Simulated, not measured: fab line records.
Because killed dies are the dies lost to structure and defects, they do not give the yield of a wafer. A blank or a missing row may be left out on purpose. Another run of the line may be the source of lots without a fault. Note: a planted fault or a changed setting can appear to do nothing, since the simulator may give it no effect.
fab line records -- flow n5_finfet
record: lots: 4, wafers: 12, last_day: 17
route steps=1938 shown BEOL_M4@1099 BEOL_M5@1112 BEOL_M6@1224 PASSIVATION@1936
lots that met no fault: from a run of the same line without faults
start_h: start of the lot's first displayed wafer, in hours after the record's first day -- wait_h: how many hours have passed since the lot's step before this one -- " unchanged from the row above -- L1.1+2: a row that stands for several wafers -- - no value, or no start was given -- * or withheld: withheld -- < > ~ a bound
route shown NAME@n: names a module that has steps shown in the file, with the first one's number in the route -- usual: mean/standard deviation taken from wafers without a fault -- same: alike in all rows -- chamber/n: place in a boat -- sites: each site's reading -- _std_site: how widely they spread, as a standard deviation -- _edge_site: mean of outer sites minus mean of inner sites -- radius_mm: for every site, how far away it sits from the centre of the wafer -- mask NAME#n: copy n -- behind: tool/chamber where the wafer was last shaped -- hold: why the lot went on hold/how many hours it stayed there/how the hold came to an end -- device: which transistor (n, p or np) failed to switch -- end of line: the tests these same wafers got at the end of their route -- a step given without rows: its recipe and nothing more -- killed: count of dies lost to structure and defects at first sort (not the wafer's yield) -- map: a wafer's dies, x killed, . not, _ none there
set.NAME: the run value of the setting; set.NAME@STEP: its run value at that earlier step -- model.NAME: the simulator's own value behind a step, which no gauge read
lots seen at some steps along the route; tables by step, rows by wafer
services: a tool's chamber out of use, with start hour (start_h, from the record's first day; less than 0 if before it), hours out, and reason
== steps ==
step: N5_BEOL_M4_ANNEAL_95
recipe: temp_c: 400, time_s: 240, ambient: vacuum
step: N5_BEOL_M4_SPUTTER_96
recipe: material: Cu, target_thk_a: 45, temp_c: -20, chamber_pressure_pa: 0.07, power_w: withheld, time_s: 8.29
step: N5_BEOL_M4_ECD_50
recipe: material: Cu, target_thk_a: 3000
step: N5_BEOL_M4_ANNEAL_51
recipe: temp_c: 225, time_s: 90, ambient: N2
step: N5_BEOL_M4_CMP_52
recipe: stop_on: SiOC, t_overpolish_s: 6.8, down_force_psi: 1, platen_rpm: 50, clearing_platen_down_force_psi: 1.5, clearing_platen_rpm: 50, post_cmp_clean: cu_alkaline, target_thk_nm: 40, clearing_platen_pad_velocity_m_s: 0.99484, pad_velocity_m_s: 0.99484
step: N5_BEOL_M4_PRE_CLEAN_60
recipe: gas: NH3/H2, time_s: 15, temp_c: *, rf_power_w: 300
step: N5_BEOL_M4_CO_CAP_55
recipe: material: Co, target_thk_a: 20, temp_c: 200, precursor: CCTBA/H2, pressure_torr: 30, time_s: 102.1
step: N5_BEOL_M4_PRE_CLEAN_56
recipe: gas: NH3, time_s: 15, temp_c: withheld, rf_power_w: 300
step: N5_BEOL_M4_DEP_57
recipe: material: SiCN, target_thk_a: 80, temp_c: withheld, precursor: 3MS/NH3, pressure_torr: 3, rf_w: 202, time_s: 14
step: N5_BEOL_M4_RC_MEAS_101
usual: DIBL_N: 36.3/1.7, DIBL_P: 36.5/1.8, IOFF_N: 0.16/0.033, IOFF_P: 0.21/0.037, ION_N: 675/11, ION_P: 462/7.9, SS_N: 71.6/0.64, SS_P: 73.3/0.68, VT_N: 249/3.3, VT_P: -250/3.3
lot.wafer,tool,chamber,start_h,wait_h,DIBL_N[mV/V],DIBL_P[mV/V],IOFF_N[nA/um],IOFF_P[nA/um],ION_N[uA/um],ION_P[uA/um],SS_N[mV/dec],SS_P[mV/dec],VT_N[mV],VT_P[mV]
L733.1,prober-01,0,181.33,0.0,34.9,34.8,0.13,0.16,664,456,71.2,72.7,253,-254
L733.3,prober-01,0,181.33,0.0,33.9,33.9,0.11,0.14,660,451,70.9,72.4,255,-257
L733.4,prober-01,0,181.33,0.0,35.0,34.9,0.12,0.15,666,454,70.9,72.6,254,-254
L746.1,prober-02,0,258.55,0.0,38.2,36.6,0.16,0.17,658,441,72.6,73.6,252,-257
L746.5,prober-02,0,258.55,0.0,37.6,36.9,0.15,0.18,673,458,71.5,73.1,252,-254
L746.6,prober-02,0,258.55,0.0,36.9,35.5,0.14,0.17,658,450,71.8,74.0,252,-255
L749.1,prober-01,0,267.45,0.0,35.8,34.5,0.14,0.20,665,465,71.5,71.9,254,-250
L749.2,prober-01,0,267.45,0.0,36.5,34.3,0.15,0.20,667,457,71.8,72.8,252,-249
L749.3,prober-01,0,267.45,0.0,38.4,38.6,0.19,0.27,675,465,72.3,73.7,249,-246
L753.2,prober-01,0,298.25,0.2,32.8,33.7,0.12,0.16,669,457,70.7,73.0,256,-253
L753.4,prober-01,0,298.25,0.2,34.1,35.2,0.14,0.18,660,457,71.2,72.9,252,-253
L753.6,prober-01,0,298.25,0.2,35.7,36.5,0.15,0.19,671,453,71.1,73.8,251,-254
step: N5_BEOL_M5_ILD_DEP_00
recipe: material: SiCOH_lowk, target_thk_a: 1406.4, temp_c: 300, precursor: DEMS/porogen, pressure_torr: 5, rf_w: 500, time_s: 25.9
step: N5_BEOL_M5_CURE_79
recipe: temp_c: 385, time_s: 240, ambient: He/Ar, material: SiCOH_lowk
step: N5_BEOL_M5_PECVD_70
recipe: material: SiO2, target_thk_a: 160, temp_c: 400, precursor: TEOS/O2, pressure_torr: 5.5, rf_w: 450, teos_flow_sccm: 53.8, gas: O2, flow_sccm: 3000, time_s: 18
step: N5_BEOL_M5_HM_DEP_02
recipe: material: TiN, target_thk_a: 200, temp_c: 25, chamber_pressure_pa: 0.49996
step: N5_BEOL_M5_COAT_59
recipe: resist: SOC, temp_c: 250, time_s: 60, spin_rpm: 1500, resist_thk_nm: 60
step: N5_BEOL_M5_COAT_60
recipe: resist: SiARC, temp_c: 220, time_s: 60, spin_rpm: 1500, resist_thk_nm: 12
step: N5_BEOL_M5_COAT_71
recipe: resist: underlayer, temp_c: 205, time_s: 60, spin_rpm: 1500, resist_thk_nm: 5
step: N5_BEOL_M5_COAT_05
recipe: resist: CAR-EUV, spin_rpm: 1500, resist_thk_nm: 30
step: N5_BEOL_M5_EBR_07
recipe: solvent: PGMEA, ebr_width_mm: 1.5
step: N5_BEOL_M5_SOFTBAKE_06
recipe: temp_c: 110, time_s: 60, resist: CAR-EUV
step: N5_BEOL_M5_EXPOSE_08
recipe: mask_id: M5, na: 0.33, source_shape: annular, sigma_inner: 0.4, sigma_outer: 0.8, polarization: unpolarized, target_cd_nm: 28, dose_mj: 35.75
step: N5_BEOL_M5_PEB_09
recipe: peb_temp_c: 100, peb_time_s: 60, resist: CAR-EUV
step: N5_BEOL_M5_DEVELOP_10
recipe: develop_time_s: 30, developer: TMAH, resist: CAR-EUV, rinse_liquid: surfactant_rinse, dry: air_spin, dev_temp_c: 23
step: N5_BEOL_M5_DESCUM_16
recipe: chemistry: O2, time_s: 7, source_power_w: 50, bias_power_w: 20, pressure_mtorr: 20, rf_frequency_hz: 2.712e+07, temp_c: 40, resist: CAR-EUV, o2_flow_sccm: 225
step: N5_BEOL_M5_ETCH_72
recipe: chemistry: N2/H2, target: underlayer, target_depth_a: 65, mask_material: CAR-EUV, time_s: 5.2, ion_energy_ev: 200, pressure_mtorr: 30, source_w: 840, bias_w: 150, n2_flow_sccm: 200, h2_flow_sccm: 200, ends: cleared
step: N5_BEOL_M5_ETCH_61
recipe: chemistry: CF4, target: SiARC, target_depth_a: 156, mask_material: CAR-EUV, time_s: 26, ion_energy_ev: 80, pressure_mtorr: 40, source_w: 545, bias_w: 36, Ar_flow_sccm: 100, cf4_flow_sccm: 100, ends: cleared
step: N5_BEOL_M5_ETCH_62
recipe: chemistry: N2/H2, target: SOC, target_depth_a: 750, overetch_a: 150, mask_material: SiARC, temp_c: 40, time_s: 112.5, ion_energy_ev: 200, pressure_mtorr: 30, source_w: 840, bias_w: 150, n2_flow_sccm: 200, h2_flow_sccm: 200
step: N5_BEOL_M5_STRIP_63
recipe: chemistry: N2/H2, temp_c: 40, n2_flow_sccm: 200, h2_flow_sccm: 200, rf_frequency_hz: 6e+07
step: N5_BEOL_M5_STRIP_73
recipe: chemistry: N2/H2, temp_c: 40, n2_flow_sccm: 200, h2_flow_sccm: 200, rf_frequency_hz: 6e+07
step: N5_BEOL_M5_STRIP_64
recipe: chemistry: CF4, resist: SiARC, power_w: 300, bias_power_w: 75, pressure_mtorr: 50, cf4_flow_sccm: 150, rf_frequency_hz: 6e+07
step: N5_BEOL_M5_HM_OPEN_17
recipe: chemistry: Cl2/BCl3, target_depth_a: 200, overetch_a: 60, target: TiN, mask_material: SOC, ion_energy_ev: 150, pressure_mtorr: 10, icp_w: 1000, bias_w: 126, Cl2_flow_sccm: 53.25, bcl3_flow_sccm: 21.75, Ar_flow_sccm: 25
step: N5_BEOL_M5_STRIP_19
recipe: chemistry: O2, power_w: 400, temp_c: 40, pressure_mtorr: 30, rf_frequency_hz: 6e+07, bias_power_w: 0, overash_fraction: 0.2, o2_flow_sccm: 225
step: N5_BEOL_M5_COAT_65
recipe: resist: SOC, temp_c: 250, time_s: 60, spin_rpm: 1500, resist_thk_nm: 60
step: N5_BEOL_M5_COAT_66
recipe: resist: SiARC, temp_c: 220, time_s: 60, spin_rpm: 1500, resist_thk_nm: 12
step: N5_BEOL_M6_EXPOSE_25
recipe: mask_id: V5, na: 0.33, source_shape: annular, sigma_inner: 0.4, sigma_outer: 0.8, polarization: unpolarized, target_cd_nm: 40, dose_mj: 45
usual: exposure_dose_mJ_cm2: 44.93/0.047, focus_offset_nm: 0.0/0.54, reticle_temp_C: 23.02/0.1
same: sigma_inner: 0.4
lot.wafer,tool,chamber,start_h,wait_h,mask,exposure_dose_mJ_cm2,focus_offset_nm,reticle_temp_C
L733.1,euv_scanner-02,0,200.49,-,V5#0,44.90,-0.1,22.96
L733.3,euv_scanner-02,0,200.49,-,V5#0,44.89,-0.1,23.00
L733.4,euv_scanner-02,0,200.49,-,V5#0,44.94,0.5,23.08
L746.1,euv_scanner-02,0,282.88,-,V5#0,39.85,-0.2,22.96
L746.5,euv_scanner-02,0,282.88,-,V5#0,39.87,-0.9,23.02
L746.6,euv_scanner-02,0,282.88,-,V5#0,39.85,-1.2,23.06
L749.1,euv_scanner-02,0,284.81,-,V5#0,40.92,0.1,23.13
L749.2,euv_scanner-02,0,284.81,-,V5#0,40.90,-0.4,23.01
L749.3,euv_scanner-02,0,284.81,-,V5#0,40.89,0.1,23.09
L753.2,euv_scanner-01,0,318.88,-,V5#0,44.89,-0.5,23.19
L753.4,euv_scanner-01,0,318.88,-,V5#0,44.82,0.1,23.06
L753.6,euv_scanner-01,0,318.88,-,V5#0,44.81,1.1,23.10
step: N5_BEOL_M6_CD_MEAS_28
recipe: target_cd_nm: 40, landing_energy_ev: 500, detector: se_inlens
usual: cd_nm: 40.09/0.24
lot.wafer,tool,chamber,start_h,wait_h,cd_nm
L733.1,cd_sem-01,0,200.62,-,40.28
L733.3,cd_sem-01,0,200.62,-,40.57
L733.4,cd_sem-01,0,200.62,-,40.16
L746.1,cd_sem-01,0,283.01,-,36.92
L746.5,cd_sem-01,0,283.01,-,37.12
L746.6,cd_sem-01,0,283.01,-,37.43
L749.1,cd_sem-01,0,284.95,-,37.72
L749.2,cd_sem-01,0,284.95,-,37.74
L749.3,cd_sem-01,0,284.95,-,37.69
L753.2,cd_sem-03,0,319.01,-,40.63
L753.4,cd_sem-03,0,319.01,-,39.72
L753.6,cd_sem-03,0,319.01,-,40.15
step: N5_BEOL_M6_DESCUM_33
recipe: chemistry: O2, time_s: 7, source_power_w: 50, bias_power_w: 20, pressure_mtorr: 20, rf_frequency_hz: 2.712e+07, temp_c: 40, resist: CAR-EUV, o2_flow_sccm: 225
usual: drypump_motor_current_A: 5.4/0.46, oes_product_au: 0.78/0.068, rf_vpp_V: 243.0/1.3, showerhead_plenum_p_Torr: 2.09/0.07, temp_c: 40.00/0.12, throttle_valve_pct: 20.50/0.21
lot.wafer,tool,chamber,start_h,wait_h,drypump_motor_current_A,oes_product_au,rf_hours_counter_h,rf_vpp_V,showerhead_plenum_p_Torr,temp_c,throttle_valve_pct,model.BEOL_M6.cd_nm
L733.1,rie_diel-01,3,200.75,0.0,6.5,0.85,58,244.7,2.22,39.90,20.19,40.2
L733.3,rie_diel-01,1,200.75,0.0,5.8,0.92,14,241.9,2.06,40.04,20.26,40.2
L733.4,rie_diel-01,0,200.75,0.0,5.6,0.72,219,241.8,2.07,40.23,20.65,39.8
L746.1,rie_diel-06,2,283.47,0.4,5.2,0.77,150,242.3,2.02,40.11,20.63,36.8
L746.5,rie_diel-06,1,283.47,0.4,5.4,0.76,-,244.1,2.12,39.85,20.62,37
L746.6,rie_diel-06,0,283.47,0.4,5.1,0.70,-,244.5,2.14,40.10,20.68,37
L749.1,rie_diel-03,1,285.10,0.1,4.9,0.77,134,241.5,2.02,39.93,20.17,37.6
L749.2,rie_diel-03,2,285.10,0.1,5.8,0.68,251,240.6,1.97,40.03,20.68,37.4
L749.3,rie_diel-03,3,285.10,0.1,5.8,0.88,52,243.0,2.14,40.05,20.51,37.8
L753.2,rie_diel-06,0,319.13,0.0,5.1,0.68,236,242.8,2.14,40.12,20.69,40.2
L753.4,rie_diel-06,3,319.13,0.0,4.9,0.76,128,241.8,2.02,39.85,20.24,40
L753.6,rie_diel-06,2,319.13,0.0,5.2,0.75,-,241.9,2.01,40.05,20.68,40.2
step: N5_BEOL_M6_VIA_ETCH_34
recipe: chemistry: C4F6/O2, target: SiCOH_lowk, target_depth_a: 1263, mask_material: SOC, taper_deg: 4, time_s: 50.9, ion_energy_ev: 250, pressure_mtorr: 30, source_w: 345, bias_w: 185, Ar_flow_sccm: 300, C4F6_flow_sccm: 10, O2_flow_sccm: 10
usual: drypump_motor_current_A: 5.4/0.47, oes_f_703_au: 0.77/0.064, oes_product_au: 0.78/0.068, rf_vpp_V: 667/9.2, showerhead_plenum_p_Torr: 2.83/0.093, throttle_valve_pct: 20.90/0.24
lot.wafer,tool,chamber,start_h,wait_h,drypump_motor_current_A,oes_f_703_au,oes_product_au,rf_hours_counter_h,rf_vpp_V,showerhead_plenum_p_Torr,throttle_valve_pct,model.BEOL_M6.cd_nm
L733.1,rie_diel-01,3,200.93,0.0,6.5,0.86,0.85,58,674,2.99,20.55,40.4
L733.3,rie_diel-01,1,200.93,0.0,5.7,0.93,0.93,14,650,2.79,20.69,40.2
L733.4,rie_diel-01,0,200.93,0.0,5.7,0.74,0.71,219,669,2.80,21.01,39.8
L746.1,rie_diel-06,2,283.65,0.0,5.2,0.78,0.77,150,672,2.73,20.99,37
L746.5,rie_diel-06,1,283.65,0.0,5.4,0.75,0.77,-,678,2.87,21.02,36.8
L746.6,rie_diel-06,0,283.65,0.0,5.1,0.70,0.69,-,650,2.92,21.14,36.8
L749.1,rie_diel-03,1,285.28,0.0,4.8,0.77,0.76,134,665,2.76,20.67,37.4
L749.2,rie_diel-03,2,285.28,0.0,5.8,0.67,0.67,251,668,2.71,21.18,37.2
L749.3,rie_diel-03,3,285.28,0.0,5.8,0.83,0.87,52,671,2.88,20.88,38
L753.2,rie_diel-06,0,319.31,0.0,5.1,0.69,0.69,236,651,2.91,21.17,40.4
L753.4,rie_diel-06,3,319.31,0.0,4.9,0.75,0.76,128,674,2.73,20.57,40.4
L753.6,rie_diel-06,2,319.31,0.0,5.2,0.77,0.76,-,672,2.72,21.02,40.4
step: N5_PASSIVATION_PROBE_49
usual: defect_limited_yield: 91.3/1.5, killed_at_M0_to_M3: 34/9.4, killed_at_M4_up: 13/5.3, killed_at_contacts: 13/5.7, killed_at_front_end: 40/10, killed_at_other: 3.7/2.8, killed_dies: 103/17, killed_open: 67/13, killed_short: 35/8.5, sort_bin_5_function: 5.0/0.98, sort_bin_6_memory: 3.3/0.7, sort_n_pass: 1077/17, sort_yield_pct: 91.3/1.5
same: gross_dies: 1180, killed_at_back_side: 0, sort_bin_4_leakage[%]: 0, sort_bin_8_speed[%]: 0
lot.wafer,tool,chamber,start_h,wait_h,defect_limited_yield[%],killed_at_M0_to_M3,killed_at_M4_up,killed_at_contacts,killed_at_front_end,killed_at_other,killed_dies,killed_open,killed_short,sort_bin_5_function[%],sort_bin_6_memory[%],sort_n_pass,sort_yield_pct[%]
L749.1,prober-02,-,369.78,0.0,89.7,29,42,22,28,1,122,66,24,5.3,4.7,1058,89.7
L749.2,prober-02,-,369.83,0.1,90.2,25,32,9,43,7,116,52,35,5.6,3.3,1064,90.2
L749.3,prober-02,-,369.88,0.1,89.1,39,37,15,36,2,129,63,34,6.9,3.4,1051,89.1
L746.1,prober-02,-,370.08,0.2,78.4,32,177,17,24,5,255,75,26,13.6,7.5,925,78.4
L746.5,prober-02,-,370.28,0.4,79.7,25,165,6,33,10,239,54,34,11.2,7.8,941,79.7
L746.6,prober-02,-,370.33,0.4,80.1,28,173,3,29,2,235,51,25,12.0,7.3,945,80.1
killed by level:class
L749.1 BEOL_M6:area_expose=32 MOL_CONTACT_COAG:geometric_particle:open=21 BEOL_M2:geometric_particle:open=9 BEOL_M0_SAQP:geometric_particle:open=8 FIN_SAQP:geometric_particle:short=6 FIN_SAQP:geometric_particle:open=5 DUMMY_GATE:geometric_particle:open=5 BEOL_M0_SAQP:geometric_particle:short=5
L749.2 BEOL_M6:area_expose=25 STI_FIN_REVEAL:geometric_particle:open=13 STI_FIN_REVEAL:geometric_particle:short=6 BEOL_M2:geometric_particle:open=6 MOL_CONTACT_COAG:geometric_particle:open=6 BEOL_M1:geometric_particle:open=6 FIN_SAQP:geometric_particle:short=4 HKMG_FIN:area_etch=4
L749.3 BEOL_M6:area_expose=32 BEOL_M3:geometric_particle:open=11 STI_FIN_REVEAL:geometric_particle:open=10 MOL_CONTACT_COAG:geometric_particle:open=10 BEOL_M0_SAQP:geometric_particle:short=7 FIN_SAQP:geometric_particle:short=6 BEOL_M0_SAQP:geometric_particle:open=6 STARTING-WAFER:geometric_particle:short=6
L746.1 BEOL_M6:area_expose=154 BEOL_M4:geometric_particle:open=17 MOL_CONTACT_COAG:geometric_particle:open=15 BEOL_M0_SAQP:geometric_particle:open=9 BEOL_M2:geometric_particle:open=8 FIN_SAQP:geometric_particle:open=7 STI_FIN_REVEAL:geometric_particle:open=6 FIN_SAQP:geometric_particle:short=4
L746.5 BEOL_M6:area_expose=147 BEOL_M0_SAQP:geometric_particle:open=9 BEOL_M3:geometric_particle:open=7 BEOL_M4:geometric_particle:open=6 FIN_SAQP:geometric_particle:short=5 STI_FIN_REVEAL:geometric_particle:short=4 MOL_CONTACT_COAG:geometric_particle:open=4 BEOL_M5:geometric_particle:open=4
L746.6 BEOL_M6:area_expose=159 FIN_SAQP:geometric_particle:open=10 BEOL_M0_SAQP:geometric_particle:open=7 BEOL_M4:geometric_particle:open=7 BEOL_M0_SAQP:geometric_particle:short=6 STI_FIN_REVEAL:geometric_particle:open=4 STARTING-WAFER:geometric_particle:short=4 DUMMY_GATE:geometric_particle:open=3
map L746.1 (x killed, . not)
_________________.....x...x..________________
______________.x....x.....x.x..._____________
___________x.x.x........x...x......__________
__________.xx.......x....xx........._________
________..x..x....x.........x...x...xx_______
_______.....x.....x....................______
______x..x.xx....x...x...............x.._____
_____........x....x.....xx..xx...........____
____x........x.........x....xx..x.x.......___
___x.x.x..........xx.....xx.....xx....xx...__
___x..x...x.x..xx.......xx......x.....xx...__
__.xx.x.......x..............x..x....xx....._
__..........x........x.x.....x.............x_
_.......xx...x...x.....x.x.x.....xxx...xx..xx
_.x.........x..........x.xxx.......x..x.xx...
_..x......x.x..xx........x..x.x....x....x....
_......x........xx..x..xx.....x....x.....x..x
_.x..x...xx........x...xx......x.x....x......
_............xx...xx...x....xx...............
_..x.....x.......x.......x.......xx.......x..
_x.x.x..x.....xx.....x...........xx........x.
__.x.........x...x....xxx.....x....x..xx..x._
__......x.x..xx..x.......xx..x....x.x.xxx..._
___...x.......x...........x.x...x.x.x....x.__
___..xxx...x..x..x............xx.x...x.....__
____...x.xxx...x....x..x...........xxxx...___
_____...xx....x...x...........xx.......xx____
______.x...........x.......x......x...x._____
_______..x.....x..xxx..x..x..x.x.......______
________..x.....x.x......x............_______
__________.....x.xx.x..x...x...x...._________
___________x..x...........x.x.xx...__________
______________.x................_____________
_________________...x..xx...x________________
map L749.3 (x killed, . not)
_________________............________________
______________.......x....x....._____________
___________..x.....................__________
__________......x.x..x.............._________
________.......x...........x.........x_______
_______........x...............xx......______
______..x......x...............x........_____
_____..........x......x...x.....x..x.....____
____...............x......................___
___....x..............x.x.x................__
___xx..............x........x..............__
__...........................x.....x........_
__...x......x....x...x......x.xx............_
_...........................x..x...........x.
_.............x..x........x..................
_......x..x.............x.....x.........x....
_x................x................xx..x.....
_....x........x....x......xx......x..xx......
_................xx.xx...........x.....x.....
_.................x......x.......x........x..
_.....x..............x...............x.......
__...............x.......x.................._
__x......x..........x....................x.._
___..............x....xx.x...........xx....__
___.....xxx.................x...x.x........__
____.................x....x...............___
_____x..xx.....x........................x____
______.xx..x.x....................xx...._____
_______......x....x....x............x..______
________x.........xxx.x..............._______
__________.x.x.......xx.xx.x........_________
___________...x.....x.x......x...x.__________
______________..........x......._____________
_________________..x.........________________
== services ==
tool,chamber,start_h,hours,kind
euv_scanner-02,0,186.03,-,calibration
rie_diel-03,0,187.82,10.9,repair
rie_diel-06,0,188.36,17.2,repair
euv_scanner-01,-,208.25,1.9,repair
euv_scanner-02,-,212.27,1.0,pm
rie_diel-03,1,213.27,14.2,repair
euv_scanner-01,-,214.53,4.6,pm
rie_diel-03,0,218.88,6.2,repair
euv_scanner-01,-,225.28,1.0,pm
euv_scanner-02,-,241.70,4.6,pm
rie_diel-06,1,254.91,6.7,repair
rie_diel-06,3,258.08,2.7,repair
euv_scanner-02,-,265.96,0.2,repair
euv_scanner-02,-,268.42,1.0,pm
rie_diel-03,0,272.04,-,clean
rie_diel-03,0,272.04,-,consumable_replace:focus_ring
rie_diel-03,0,272.04,22.2,scheduled_down
rie_diel-03,0,272.04,22.2,vent_cycle
euv_scanner-01,-,281.43,1.0,pm
euv_scanner-01,-,289.40,1.1,repair
rie_diel-03,2,294.28,-,clean
rie_diel-03,2,294.28,-,consumable_replace:focus_ring
euv_scanner-02,-,296.18,2.4,repair
euv_scanner-02,-,301.42,5.8,pm
== key ==
first_sign: step: N5_BEOL_M6_EXPOSE_25, reading: exposure_dose_mJ_cm2, direction: down, sigmas: 97, usual: 44.93, struck: 40.38
effect: step: N5_BEOL_M6_CD_MEAS_28, reading: cd_nm, direction: down, sigmas: 11, usual: 40.09, struck: 37.44, through: control_loop
effect: step: N5_PASSIVATION_PROBE_49, reading: killed_at_M4_up, direction: up, sigmas: 17, usual: 13, struck: 104
model_effect: step: N5_BEOL_M6_DESCUM_33, value: BEOL_M6.cd_nm, without: 39.97, struck: 37.27
model_effect: step: N5_BEOL_M6_VIA_ETCH_34, value: BEOL_M6.cd_nm, without: 39.9, struck: 37.2
more_kills_born_at: N5_BEOL_M6_EXPOSE_25@euv_scanner-02: 549
met_at N5_BEOL_M6_EXPOSE_25
struck_wafers L746.1,L746.5,L746.6,L749.1,L749.2,L749.3
loop_trim: step: N5_BEOL_M6_EXPOSE_25, setting: dose, lots: L749
onset_between 200.49 282.88
fault: kind: process_parameter_drift, tool: euv_scanner-02, chamber: -, onset_h: 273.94, steps: N5_BEOL_M6_EXPOSE_25, channel: dose_mj, offset: -5.1257, shape: step, acts_in: these_recipes_only, stated: 45
loop_trim: a control loop set the setting to another value than it would have without faults
